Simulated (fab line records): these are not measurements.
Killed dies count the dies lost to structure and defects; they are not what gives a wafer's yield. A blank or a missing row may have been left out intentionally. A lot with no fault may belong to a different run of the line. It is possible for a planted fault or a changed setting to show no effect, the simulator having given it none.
fab line records	flow n5-finfet
[record] lots = 15	wafers = 45	last-day = 18
route steps=1938 shown BEOL_M14@1766 BEOL_M15@1773
lots untouched by any fault: they come from a run of this same line in which no faults occurred
start-h: hours from the record's first day to the start of the lot's first wafer shown	wait-h: time in hours since the lot's previous step	" as in the row above	L1.1+2: a row that stands for several wafers	- no value present, or no start provided	* or withheld: withheld	< > ~ a bound
route shown NAME@n: NAME is a module with steps in the file, n the number in the route of the first one	usual: mean and standard deviation over wafers with no fault	same: alike in all rows	chamber/n: place in a boat	sites: each site's reading	_std_site: standard deviation across them	_edge_site: outer sites' mean less inner sites'	radius-mm: how far each site lies from the wafer's centre	mask NAME#n: copy n	behind: the last tool/chamber to shape the wafer	hold: why the lot was held/for how many hours/how that ended	device: transistor that didn't switch, given as n, p or np	end of line: the tests these same wafers got at the end of their route	step lacking rows: just its recipe	killed: not the wafer's yield, but the dies lost to structure and defects at the first sort	map: the dies of a wafer, with x for killed, . for not killed, _ for no die there
set.NAME: the run value of the setting; set.NAME@STEP: its run value at that earlier step	model.NAME: the simulator's own value behind a step, which no gauge read
steps of the route over a sample of lots; a table a step, a row a wafer
services: from which hour (start-h, from the record's first day; less than 0 if before it) a tool's chamber was out of use, for how many hours, and why
[[steps]]
[step N5_BEOL_M14_ANNEAL_48]
[recipe] temp-c = 225	time-s = 90	ambient = N2
[usual] anneal-temp-c-max = 225.95/0.26	wafer_temp_C_max = 226.06/0.27
lot.wafer	tool	chamber	start-h	wait-h	anneal-temp-c-max	wafer_temp_C_max
L941.1	rtp-anneal-02	0	241.79	1.1	225.94	226.02
L941.4	"	0	"	"	226.05	225.54
L941.6	"	0	"	"	226.04	225.56
L940.2	rtp-anneal-02	0	257.26	0.2	225.91	225.96
L940.5	"	0	"	"	226.23	225.80
L940.6	"	0	"	"	226.21	226.06
L942.2	rtp-anneal-02	0	267.29	0.2	226.12	225.95
L942.3	"	0	"	"	225.89	226.56
L942.4	"	0	"	"	226.20	226.43
L944.1	rtp-anneal-02	0	273.96	0.7	226.31	226.57
L944.4	"	0	"	"	226.00	226.00
L944.6	"	0	"	"	225.84	226.48
L947.2	rtp-anneal-01	0	295.67	1.7	225.52	226.05
L947.3	"	0	"	"	225.51	225.60
L947.6	"	0	"	"	225.41	225.78
L948.1	rtp-anneal-01	0	300.26	0.1	225.95	226.01
L948.3	"	0	"	"	225.63	226.35
L948.6	"	0	"	"	226.21	225.94
L949.1	rtp-anneal-02	0	311.14	1.0	225.82	226.52
L949.2	"	0	"	"	225.95	225.86
L949.5	"	0	"	"	226.07	226.15
L951.2	rtp-anneal-02	0	314.43	0.2	225.95	225.73
L951.4	"	0	"	"	225.98	226.56
L951.6	"	0	"	"	226.13	226.13
L956.3	rtp-anneal-02	0	349.15	0.3	226.14	225.96
L956.4	"	0	"	"	226.41	226.01
L956.6	"	0	"	"	226.14	225.73
L955.2	rtp-anneal-02	0	364.29	0.2	225.88	226.11
L955.3	"	0	"	"	225.97	226.20
L955.5	"	0	"	"	226.51	226.40
L957.2	rtp-anneal-01	0	369.50	0.3	225.75	225.70
L957.4	"	0	"	"	225.78	225.84
L957.6	"	0	"	"	225.62	225.91
L959.1	rtp-anneal-01	0	378.66	0.1	225.72	226.33
L959.2	"	0	"	"	225.84	225.91
L959.3	"	0	"	"	225.50	226.08
L960.3	rtp-anneal-02	0	384.29	0.2	226.31	225.93
L960.5	"	0	"	"	225.97	226.50
L960.6	"	0	"	"	225.88	226.36
L961.2	rtp-anneal-02	0	388.81	0.2	225.72	225.69
L961.3	"	0	"	"	226.17	226.39
L961.5	"	0	"	"	226.54	226.33
L962.2	rtp-anneal-01	0	396.57	0.5	225.61	225.86
L962.4	"	0	"	"	225.50	225.71
L962.5	"	0	"	"	225.66	226.01
[step N5_BEOL_M15_ILD_DEP_00]
[recipe] material = SiO2	target-thk-a = 16293	temp-c = 400	precursor = TEOS/O2	pressure-torr = 6.5	rf-w = 900	teos-flow-sccm = 161.4	gas = O2	flow-sccm = 2650	time-s = 346.1
[usual] heater-power-w = 603/130	rf-fwd-power-W = 898.1/2.4	showerhead-plenum-p-Torr = 8.358/0.024	throttle-valve-pct = 18.6/0.96
lot.wafer	tool	chamber	start-h	wait-h	heater-power-w	rf-fwd-power-W	showerhead-plenum-p-Torr	throttle-valve-pct
L941.1	pecvd-04	0	242.58	0.0	643	897.2	8.378	20.5
L941.4	"	2	"	"	463	896.1	8.365	18.9
L941.6	"	0	"	"	501	898.1	8.401	20.4
L940.2	pecvd-04	0	257.99	0.0	609	898.7	8.367	20.3
L940.5	"	0	"	"	611	898.3	8.397	20.3
L940.6	"	1	"	"	607	897.1	8.322	19.4
L942.2	pecvd-01	0	268.06	0.0	812	899.0	8.351	18.2
L942.3	"	2	"	"	537	898.8	8.345	17.7
L942.4	"	0	"	"	695	896.0	8.354	18.1
L944.1	pecvd-02	2	274.74	0.0	709	899.7	8.336	17.2
L944.4	"	2	"	"	538	897.5	8.336	17.3
L944.6	"	1	"	"	286	899.3	8.380	17.8
L947.2	pecvd-04	0	296.66	0.0	537	896.9	8.402	20.4
L947.3	"	1	"	"	776	901.8	8.319	19.6
L947.6	"	1	"	"	617	897.1	8.305	19.2
L948.1	pecvd-04	1	301.34	0.0	726	898.5	8.330	19.7
L948.3	"	2	"	"	520	894.6	8.370	18.1
L948.6	"	0	"	"	485	898.4	8.389	20.4
L949.1	pecvd-02	1	311.94	0.0	403	895.8	8.379	17.6
L949.2	"	2	"	"	678	900.3	8.337	17.3
L949.5	"	1	"	"	291	897.8	8.383	17.4
L951.2	pecvd-04	2	315.16	0.0	509	901.1	8.377	17.8
L951.4	"	0	"	"	494	895.8	8.378	20.3
L951.6	"	2	"	"	608	896.3	8.348	17.8
L956.3	pecvd-01	0	349.84	0.0	848	899.7	8.342	17.9
L956.4	"	2	"	"	527	897.2	8.355	17.9
L956.6	"	1	"	"	541	900.7	8.389	19.2
L955.2	pecvd-04	1	365.05	0.0	694	894.7	8.331	19.5
L955.3	"	0	"	"	598	894.9	8.373	20.3
L955.5	"	1	"	"	753	891.4	8.328	19.6
L957.2	pecvd-01	1	370.24	0.0	543	892.7	8.370	19.2
L957.4	"	1	"	"	666	895.0	8.402	19.3
L957.6	"	0	"	"	696	895.6	8.335	17.9
L959.1	pecvd-01	1	379.44	0.0	684	896.4	8.378	19.5
L959.2	"	0	"	"	880	899.3	8.330	18.2
L959.3	"	2	"	"	416	895.3	8.379	17.7
L960.3	pecvd-01	1	384.99	0.0	672	898.9	8.357	19.6
L960.5	"	1	"	"	542	901.4	8.380	19.3
L960.6	"	2	"	"	535	896.4	8.375	17.8
L961.2	pecvd-01	2	389.55	0.0	427	897.4	8.367	17.6
L961.3	"	1	"	"	559	895.8	8.368	19.4
L961.5	"	2	"	"	495	896.7	8.355	17.8
L962.2	pecvd-01	2	397.31	0.0	553	894.8	8.377	17.8
L962.4	"	1	"	"	542	899.0	8.371	19.4
L962.5	"	2	"	"	416	893.0	8.346	17.8
[step N5_BEOL_M15_DEVELOP_09]
[recipe] develop-time-s = 45	rinse-liquid = diw	dry = air-spin	dev-temp-c = 21
[usual] chill-plate-temp-C = 23.01/0.11	develop-time-s = 45/0
lot.wafer	tool	chamber	start-h	wait-h	chill-plate-temp-C	develop-time-s
L941.1	litho-track-04	0	243.02	-	22.90	45
L941.4	"	0	"	"	23.00	45
L941.6	"	0	"	"	22.87	45
L940.2	litho-track-04	0	258.55	-	23.04	45
L940.5	"	0	"	"	23.05	45
L940.6	"	0	"	"	22.98	45
L942.2	litho-track-04	0	268.62	-	23.07	45
L942.3	"	0	"	"	23.10	45
L942.4	"	0	"	"	22.94	45
L944.1	litho-track-04	0	275.18	-	23.03	45
L944.4	"	0	"	"	22.96	45
L944.6	"	0	"	"	23.08	45
L947.2	litho-track-01	0	297.11	-	23.08	45
L947.3	"	0	"	"	22.97	45
L947.6	"	0	"	"	22.95	45
L948.1	litho-track-05	0	301.91	-	22.99	45
L948.3	"	0	"	"	23.04	45
L948.6	"	0	"	"	22.84	45
L949.1	litho-track-04	0	312.38	-	23.17	45
L949.2	"	0	"	"	23.11	45
L949.5	"	0	"	"	23.18	45
L951.2	litho-track-05	0	315.61	-	22.90	45
L951.4	"	0	"	"	23.04	45
L951.6	"	0	"	"	22.98	45
L956.3	litho-track-05	0	350.41	-	22.99	45
L956.4	"	0	"	"	23.14	45
L956.6	"	0	"	"	23.11	45
L955.2	litho-track-05	-	365.49	-	-	-
L955.3	"	-	"	"	-	-
L955.5	"	-	"	"	-	-
L957.2	litho-track-05	-	370.68	-	-	-
L957.4	"	-	"	"	-	-
L957.6	"	-	"	"	-	-
L959.1	litho-track-04	-	380.01	-	-	-
L959.2	"	-	"	"	-	-
L959.3	"	-	"	"	-	-
L960.3	litho-track-01	0	385.57	-	22.90	45
L960.5	"	0	"	"	23.17	45
L960.6	"	0	"	"	22.97	45
L961.2	litho-track-01	0	390.00	-	22.99	45
L961.3	"	0	"	"	23.09	45
L961.5	"	0	"	"	23.29	45
L962.2	litho-track-01	0	397.77	-	22.96	45
L962.4	"	0	"	"	22.97	45
L962.5	"	0	"	"	22.83	45
[step N5_BEOL_M15_CD_MEAS_10]
[recipe] target-cd-nm = 360	landing-energy-ev = 500	detector = se-inlens	polarity = opening
[usual] cd-nm = 360.8/2.6
lot.wafer	tool	chamber	start-h	wait-h	cd-nm
L941.1	cd-sem-02	0	243.13	-	358.1
L941.4	"	0	"	"	360.7
L941.6	"	0	"	"	357.2
L940.2	cd-sem-02	0	258.66	-	357.5
L940.5	"	0	"	"	358.9
L940.6	"	0	"	"	358.4
L942.2	cd-sem-01	0	268.74	-	358.0
L942.3	"	0	"	"	356.7
L942.4	"	0	"	"	359.7
L944.1	cd-sem-03	0	275.29	-	359.4
L944.4	"	0	"	"	357.6
L944.6	"	0	"	"	359.6
L947.2	cd-sem-02	0	297.22	-	356.1
L947.3	"	0	"	"	362.9
L947.6	"	0	"	"	362.1
L948.1	cd-sem-02	0	302.02	-	361.5
L948.3	"	0	"	"	361.0
L948.6	"	0	"	"	364.6
L949.1	cd-sem-03	0	312.49	-	357.8
L949.2	"	0	"	"	357.1
L949.5	"	0	"	"	358.6
L951.2	cd-sem-02	0	315.72	-	362.4
L951.4	"	0	"	"	363.5
L951.6	"	0	"	"	358.8
L956.3	cd-sem-03	0	350.53	-	362.3
L956.4	"	0	"	"	360.0
L956.6	"	0	"	"	360.5
L955.2	cd-sem-03	0	365.60	-	-
L955.3	"	0	"	"	-
L955.5	"	0	"	"	-
L957.2	cd-sem-01	0	370.79	-	-
L957.4	"	0	"	"	-
L957.6	"	0	"	"	-
L959.1	cd-sem-02	0	380.12	-	-
L959.2	"	0	"	"	-
L959.3	"	0	"	"	-
L960.3	cd-sem-02	0	385.68	-	362.0
L960.5	"	0	"	"	362.6
L960.6	"	0	"	"	362.0
L961.2	cd-sem-02	0	390.11	-	354.8
L961.3	"	0	"	"	359.2
L961.5	"	0	"	"	361.1
L962.2	cd-sem-01	0	397.88	-	362.7
L962.4	"	0	"	"	355.4
L962.5	"	0	"	"	363.5
[[services]]
tool	chamber	start-h	hours	kind
pecvd-01	-	238.21	2.8	pm
pecvd-02	-	240.84	1.9	repair
pecvd-01	-	243.67	0.6	repair
pecvd-04	2	249.13	-	clean
pecvd-04	2	249.13	29.5	scheduled-down
pecvd-04	2	249.13	29.5	vent-cycle
pecvd-04	0	278.63	2.1	scheduled-down
pecvd-04	1	284.57	2.1	scheduled-down
pecvd-04	-	285.18	6.0	pm
pecvd-02	2	289.50	2.1	scheduled-down
pecvd-02	1	294.98	5.5	scheduled-down
pecvd-04	2	298.18	-	calibration
rtp-anneal-01	-	342.45	5.1	pm
litho-track-01	-	344.47	-	consumable-replace:filter
pecvd-01	2	358.04	2.1	scheduled-down
pecvd-02	-	367.17	0.8	pm
litho-track-01	-	374.45	-	consumable-replace:filter
pecvd-04	1	383.62	-	clean
pecvd-04	1	383.62	-	consumable-replace:showerhead
pecvd-04	1	383.62	29.0	scheduled-down
pecvd-04	1	383.62	29.0	vent-cycle
[[key]]
[first-sign] step = N5_BEOL_M15_DEVELOP_09	reading = tool-record	direction = missing
effect none on later readings
met-at N5_BEOL_M15_DEVELOP_09
struck-lots L955,L957,L959
later-rows-left-out L955.2,L955.3,L955.5,L957.2,L957.4,L957.6,L959.1,L959.2,L959.3
sort-left-out L955.2,L955.3,L955.5,L957.2,L957.4,L957.6,L959.1,L959.2,L959.3
not-acting-at N5_BEOL_M14_ANNEAL_48,N5_BEOL_M15_ILD_DEP_00,N5_BEOL_M15_CD_MEAS_10
onset-between 350.41 365.49
[fault] kind = skipped-step-whole	tool = litho-track-04,litho-track-05	chamber = -	onset-h = 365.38	steps = N5_BEOL_M15_DEVELOP_09	scope = struck-lots-only
// sort-left-out: the simulated sort isn't trusted on such a fault, so these wafers' sort isn't shown, and their yield isn't known
// later-rows-left-out: the simulator's readings of these wafers behind a module that went badly wrong aren't trusted and aren't shown, but for the sort
